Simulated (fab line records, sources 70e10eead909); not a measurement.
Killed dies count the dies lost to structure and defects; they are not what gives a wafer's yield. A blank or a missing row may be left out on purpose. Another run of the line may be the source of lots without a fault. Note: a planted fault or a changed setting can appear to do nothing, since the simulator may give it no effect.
Which tool did it? | flow nand-harc | 18 wafers from 6 lots sampled at 5 of the route's 1302 steps

== WHAT EACH GAUGE READ, for each wafer ==
NHARC_END_SORT_01.
lot  | measured     | on        | killed-at-array
L856 | day 31 13:26 | prober-01 | 150 116 136

== WHAT TOOL EACH LOT RAN ON (gives the tool, then ch and the chambers of the sampled wafers, and finally the start) ==
lot  | NHARC_A_SGD_CUT_ETCH_59            | NHARC_A_M1_DEP_33               | NHARC_THIN_TSV_PRE_CLEAN_50             | NHARC_THIN_TSV_ETCH_59
L844 | rie-diel-08 ch 0,1,3, day 19 13:35 | pecvd-02 ch 0,2, day 23 14:10   | pvd-sputter-02, day 24 13:42 or earlier | rie-metal-01 ch 0,1, day 24 13:42
L849 | rie-diel-08 ch 0,2,3, day 22 04:37 | pecvd-03 ch 0,1,2, day 26 07:35 | pvd-sputter-02, day 27 06:39 or earlier | rie-metal-01 ch 0,1, day 27 06:39
L850 | rie-diel-10 ch 1,2, day 22 13:33   | pecvd-03 ch 1,2, day 26 11:27   | pvd-sputter-02, day 27 13:02 or earlier | rie-metal-03 ch 0, day 27 13:02
L852 | rie-diel-06 ch 0,1,2, day 23 10:49 | pecvd-02 ch 0,2, day 27 03:19   | pvd-sputter-01, day 28 02:46 or earlier | rie-metal-02 ch 1, day 28 02:46
L856 | rie-diel-06 ch 1,2, day 25 19:52   | pecvd-03 ch 0,2, day 30 02:59   | pvd-sputter-02, day 31 03:51 or earlier | rie-metal-02 ch 0,1, day 31 03:51
L863 | rie-diel-08 ch 1,2,3, day 28 09:35 | pecvd-01 ch 0,1,2, day 32 06:40 | pvd-sputter-02, day 33 05:29 or earlier | rie-metal-02 ch 0,1, day 33 05:29
- NHARC_A_SGD_CUT_ETCH_59: etches the open film in N2/H2, target depth 260 nm, time 406.25 s.
- NHARC_A_M1_DEP_33: deposits SiCN, target thk 30 nm.
- NHARC_THIN_TSV_PRE_CLEAN_50: time 30 s.
- NHARC_THIN_TSV_ETCH_59: etches the open film in Cl2/BCl3, target depth 880 nm, time 138.1 s.

== THE ANSWER, worked out from the rows above alone ==
Rule: the usual values come from the lots themselves. The widest of any qualifying gaps counts: lots, ordered by their means at a reading, are off when they make up no more than a third of the lots, leave a main group of 4 or more, and stand apart from it by 3 or more times the standard deviation of that group's means. A main group is skipped when, at the precision printed for the reading in the tables above, its means are all equal. A lot without any number at a reading at which 4 lots or more have one is off too. All remaining lots with rows at the step are treated as sound.
No lot is off at any reading shown: from this, nothing can be told.

== WHAT HAD BEEN PUT IN BY THE SIMULATOR ==
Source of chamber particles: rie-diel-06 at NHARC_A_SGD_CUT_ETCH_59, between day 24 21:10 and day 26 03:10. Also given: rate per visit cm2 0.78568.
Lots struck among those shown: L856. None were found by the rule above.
